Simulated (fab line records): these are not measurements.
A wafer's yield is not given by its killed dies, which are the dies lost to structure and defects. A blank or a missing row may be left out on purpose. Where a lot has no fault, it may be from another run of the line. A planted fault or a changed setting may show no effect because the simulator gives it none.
Split-lot study ; flow n5Finfet ; 21 wafers read across 7 lots, on a route 1938 steps long

## ABOUT THE SPLIT
At N5_FIN_SAQP_COAT_49 (time 60 s, resist thk 100 nm), the setting spinRpm was moved away from the recipe's 1500 rpm on 10 of the 21 wafers read, by -10.2% to +4.8%. For the rest of the wafers, this setting stayed at what the recipe calls for.

## FROM THE SPLIT TO THE READING: what the file shows between them, 9 steps
- N5_FIN_SAQP_COAT_10: resist thk 90 nm (also split here: spinRpm)
- N5_FIN_SAQP_EBR_12
- N5_FIN_SAQP_SOFTBAKE_11: time 60 s
- N5_FIN_SAQP_DESCUM_21: chemistry O2, time 7.9 s
- N5_FIN_SAQP_ETCH_51: etches SiARC in CF4, target depth 45.5 nm, time 75.8 s
- N5_FIN_SAQP_ETCH_52: etches SOC in N2/H2, target depth 100 nm, overetch 20 nm, time 150 s
- N5_FIN_SAQP_STRIP_53: strips in N2/H2
- N5_FIN_SAQP_HM_OPEN_73: chemistry CHF3/O2, target SiO2, stops on a-Si, target depth 12 nm, time 16.8 s
- N5_FIN_SAQP_STRIP_74: strips in CHF3/O2

## THE READING
SOC_of_FIN_SAQP_COAT_49.thkNm (the simulator's own value, which no gauge read), in nm, at N5_FIN_SAQP_MANDREL_ETCH_22 (etches a-Si in HBr/Cl2, stops on SiNx, target depth 60 nm, bt time 10 s, time 30 s). There is no usual value for it anywhere in the file. The 11 wafers here that ran the recipe average 76.20 nm, standard deviation 0.48 nm.

wafer;tool, chamber at the split;spinRpm as run, rpm;against the recipe;SOC_of_FIN_SAQP_COAT_49.thkNm, nm;against lot-mates on the recipe
L081.1;lithoTrack-04, 0;1500;recipe;75.65;-
L081.3;lithoTrack-04, 0;1500;recipe;75.78;-
L081.6;lithoTrack-04, 0;1347;-10.2%;81.25;+5.53
L084.4;lithoTrack-05, 0;1500;recipe;77.3;-
L084.5;lithoTrack-05, 0;1500;recipe;76.99;-
L084.6;lithoTrack-05, 0;1421;-5.3%;79.33;+2.19
L087.1;lithoTrack-04, 0;1387;-7.5%;79.31;+3.43
L087.4;lithoTrack-04, 0;1500;recipe;75.88;-
L087.5;lithoTrack-04, 0;1387;-7.5%;79.45;+3.57
L088.2;lithoTrack-01, 0;1500;recipe;76.03;-
L088.5;lithoTrack-01, 0;1566;+4.4%;74.24;-1.79
L088.6;lithoTrack-01, 0;1566;+4.4%;74.87;-1.16
L089.3;lithoTrack-01, 0;1500;recipe;75.92;-
L089.5;lithoTrack-01, 0;1500;recipe;76.08;-
L089.6;lithoTrack-01, 0;1500;recipe;76.28;-
L095.1;lithoTrack-05, 0;1572;+4.8%;74.19;-2.03
L095.3;lithoTrack-05, 0;1500;recipe;76.22;-
L095.6;lithoTrack-05, 0;1572;+4.8%;73.95;-2.27
L097.1;lithoTrack-05, 0;1392;-7.2%;79.83;+3.79
L097.5;lithoTrack-05, 0;1392;-7.2%;80.75;+4.71
L097.6;lithoTrack-05, 0;1500;recipe;76.04;-

THE FIT
A straight line over all 21 wafers: SOC_of_FIN_SAQP_COAT_49.thkNm changes by -0.476 nm for each +1% of spinRpm; r = -0.97; the points scatter about the line by 0.51 nm.
The same after taking each lot's own level away (the mean of its wafers on the recipe; 21 wafers): -0.488 nm for each +1%; r = -0.98; scatter 0.39 nm.
According to that fit, moving spinRpm by its largest amount changes the reading by 5 nm.
Measured against the standard deviation above, the lots' own levels, which go from 75.715 to 77.145 nm, span 3.0 times it.
Hence the lot-to-lot level has little effect on the slope; both slopes agree.
Check: for one of the wafers moved furthest among these (-10.2%), held out of the fit, the line's prediction against its lot-mates is +4.99 nm. Against them it came out at +5.53 nm.

## THE OTHER SPLITS THESE WAFERS WENT THROUGH
These wafers also went through other splits before the reading. Each is held against what the fit with the lots' levels taken away leaves over:
other split on the same wafers;wafers away from the commonest value;r with SOC_of_FIN_SAQP_COAT_49.thkNm (lot level and that fit taken away)
N5_ZERO_LAYER_COAT_05 spinRpm;5;+0.26
N5_ZERO_LAYER_DEVELOP_10 developTimeS;3;+0.01
N5_PMOS_HMC_CHANNEL_EPI_HM_DEP_34 timeS;9;+0.13
N5_PMOS_HMC_CHANNEL_EPI_COAT_03 spinRpm;3;+0.12
N5_FIN_SAQP_COAT_10 spinRpm;8;-0.21

## THE WHOLE CHAIN: every reading that the file lists as answering this split, in the file's order
step;what it does;reading;change (the file's fit);r (the file's)
N5_FIN_SAQP_COAT_49;time 60 s, resist thk 100 nm;SOC_of_FIN_SAQP_COAT_49.thkNm (the simulator's own value, which no gauge read);-0.523 nm for each +1% of the setting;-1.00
N5_FIN_SAQP_ETCH_52;etches SOC in N2/H2, target depth 100 nm, overetch 20 nm, time 150 s;etch.depthNm (the simulator's own value, which no gauge read);-0.523 nm for each +1% of the setting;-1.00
N5_FIN_SAQP_MANDREL_ETCH_22;etches a-Si in HBr/Cl2, stops on SiNx, target depth 60 nm, bt time 10 s, time 30 s;SOC_of_FIN_SAQP_COAT_49.thkNm (the simulator's own value, which no gauge read);-0.502 nm for each +1% of the setting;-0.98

## THE FILE'S OWN FIT
SOC_of_FIN_SAQP_COAT_49.thkNm changes by -0.502 nm for each +1% of spinRpm, r = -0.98.
